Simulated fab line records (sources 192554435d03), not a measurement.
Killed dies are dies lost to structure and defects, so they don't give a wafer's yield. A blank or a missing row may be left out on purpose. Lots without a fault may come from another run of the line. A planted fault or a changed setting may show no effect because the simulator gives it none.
Split-lot trial :: flow n5Finfet :: 7 lots, 21 wafers read, on a route of 1938 steps

## ON THE SPLIT
At N5_GATE_CUT_COAT_35 (time 60 s, resist thk 10 nm), the setting spinRpm was moved away from the recipe's 1500 rpm on 7 of the 21 wafers read, by -4.3% to +8.1%. For the rest of the wafers, this setting stayed at what the recipe calls for.

## FROM THE SPLIT TO THE READING: what the file shows between them, 4 steps
- N5_GATE_CUT_COAT_27: time 60 s, resist thk 10 nm
- N5_GATE_CUT_COAT_07: resist thk 30 nm
- N5_GATE_CUT_DESCUM_18: chemistry O2, time 7 s
- N5_GATE_CUT_ETCH_28: etches underlayer in N2/H2, target depth 13 nm, time 10.4 s

## THE READING
etch.depthNm (the simulator's own value, which no gauge read), in nm, at N5_GATE_CUT_ETCH_36 (etches SiARC in CF4, target depth 13 nm, time 21.7 s). There is no usual value for it anywhere in the file. Average 9.994 nm, standard deviation 0.02 nm, over the 14 wafers here run with the recipe.

wafer: L077.2
tool, chamber at the split: lithoTrack-03, 0
spinRpm as run, rpm: 1500
against the recipe: recipe
etch.depthNm, nm: 10.01
against lot-mates on the recipe: -

wafer: L077.4
tool, chamber at the split: lithoTrack-03, 0
spinRpm as run, rpm: 1500
against the recipe: recipe
etch.depthNm, nm: 9.983
against lot-mates on the recipe: -

wafer: L077.6
tool, chamber at the split: lithoTrack-03, 0
spinRpm as run, rpm: 1500
against the recipe: recipe
etch.depthNm, nm: 10.04
against lot-mates on the recipe: -

wafer: L081.1
tool, chamber at the split: lithoTrack-03, 0
spinRpm as run, rpm: 1500
against the recipe: recipe
etch.depthNm, nm: 10
against lot-mates on the recipe: -

wafer: L081.2
tool, chamber at the split: lithoTrack-03, 0
spinRpm as run, rpm: 1500
against the recipe: recipe
etch.depthNm, nm: 9.999
against lot-mates on the recipe: -

wafer: L081.3
tool, chamber at the split: lithoTrack-03, 0
spinRpm as run, rpm: 1619
against the recipe: +7.9%
etch.depthNm, nm: 9.627
against lot-mates on the recipe: -0.373

wafer: L087.1
tool, chamber at the split: lithoTrack-01, 0
spinRpm as run, rpm: 1435
against the recipe: -4.3%
etch.depthNm, nm: 10.19
against lot-mates on the recipe: +0.235

wafer: L087.3
tool, chamber at the split: lithoTrack-01, 0
spinRpm as run, rpm: 1435
against the recipe: -4.3%
etch.depthNm, nm: 10.19
against lot-mates on the recipe: +0.235

wafer: L087.6
tool, chamber at the split: lithoTrack-01, 0
spinRpm as run, rpm: 1500
against the recipe: recipe
etch.depthNm, nm: 9.955
against lot-mates on the recipe: -

wafer: L088.3
tool, chamber at the split: lithoTrack-05, 0
spinRpm as run, rpm: 1500
against the recipe: recipe
etch.depthNm, nm: 9.964
against lot-mates on the recipe: -

wafer: L088.4
tool, chamber at the split: lithoTrack-05, 0
spinRpm as run, rpm: 1601
against the recipe: +6.7%
etch.depthNm, nm: 9.673
against lot-mates on the recipe: -0.304

wafer: L088.5
tool, chamber at the split: lithoTrack-05, 0
spinRpm as run, rpm: 1500
against the recipe: recipe
etch.depthNm, nm: 9.989
against lot-mates on the recipe: -

wafer: L089.2
tool, chamber at the split: lithoTrack-05, 0
spinRpm as run, rpm: 1500
against the recipe: recipe
etch.depthNm, nm: 9.988
against lot-mates on the recipe: -

wafer: L089.3
tool, chamber at the split: lithoTrack-05, 0
spinRpm as run, rpm: 1500
against the recipe: recipe
etch.depthNm, nm: 10.01
against lot-mates on the recipe: -

wafer: L089.4
tool, chamber at the split: lithoTrack-05, 0
spinRpm as run, rpm: 1621
against the recipe: +8.1%
etch.depthNm, nm: 9.618
against lot-mates on the recipe: -0.381

wafer: L094.2
tool, chamber at the split: lithoTrack-03, 0
spinRpm as run, rpm: 1500
against the recipe: recipe
etch.depthNm, nm: 9.999
against lot-mates on the recipe: -

wafer: L094.5
tool, chamber at the split: lithoTrack-03, 0
spinRpm as run, rpm: 1451
against the recipe: -3.3%
etch.depthNm, nm: 10.19
against lot-mates on the recipe: +0.191

wafer: L094.6
tool, chamber at the split: lithoTrack-03, 0
spinRpm as run, rpm: 1451
against the recipe: -3.3%
etch.depthNm, nm: 10.18
against lot-mates on the recipe: +0.181

wafer: L097.1
tool, chamber at the split: lithoTrack-03, 0
spinRpm as run, rpm: 1500
against the recipe: recipe
etch.depthNm, nm: 10
against lot-mates on the recipe: -

wafer: L097.3
tool, chamber at the split: lithoTrack-03, 0
spinRpm as run, rpm: 1500
against the recipe: recipe
etch.depthNm, nm: 10
against lot-mates on the recipe: -

wafer: L097.2
tool, chamber at the split: lithoTrack-03, 0
spinRpm as run, rpm: 1500
against the recipe: recipe
etch.depthNm, nm: 9.976
against lot-mates on the recipe: -

THE FIT
A straight line over all 21 wafers: etch.depthNm changes by -0.0477 nm for each +1% of spinRpm; r = -0.99; the points scatter about the line by 0.021 nm.
The same after taking each lot's own level away (the mean of its wafers on the recipe; 21 wafers): -0.049 nm for each +1%; r = -1.00; scatter 0.016 nm.
Per that fit: largest spinRpm move, reading shift of 0.4 nm.
The span of the lots' own levels, 9.9550 to 10.0110 nm, comes to 2.8 times the standard deviation stated above.
So the lot-to-lot level changes the slope little: the two slopes agree.
Check: -0.391 nm against its lot-mates is what the line predicts for one of the wafers moved furthest among these (+8.1%) when that wafer is left out of the fit. It came out at -0.381 nm against them.

## ADDITIONAL SPLITS CARRIED BY THESE WAFERS
Before the reading, these wafers also passed through other splits. Each is held against what the fit with the lots' levels taken away leaves over:
other split on the same wafers: N5_GATE_CUT_HM_DEP_46 timeS
wafers away from the commonest value: 4
r with etch.depthNm (lot level and that fit taken away): +0.10

## THE WHOLE CHAIN: every reading that the file lists as answering this split, in the file's order
step: N5_GATE_CUT_COAT_35
what it does: time 60 s, resist thk 10 nm
reading: SiARC_of_GATE_CUT_COAT_35.thkNm (the simulator's own value, which no gauge read)
change (the file's fit): -0.0523 nm for each +1% of the setting
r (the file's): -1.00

step: N5_GATE_CUT_ETCH_36
what it does: etches SiARC in CF4, target depth 13 nm, time 21.7 s
reading: etch.depthNm (the simulator's own value, which no gauge read)
change (the file's fit): -0.0477 nm for each +1% of the setting
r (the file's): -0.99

## THE FILE'S OWN FIT
etch.depthNm changes by -0.0477 nm for each +1% of spinRpm, r = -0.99.
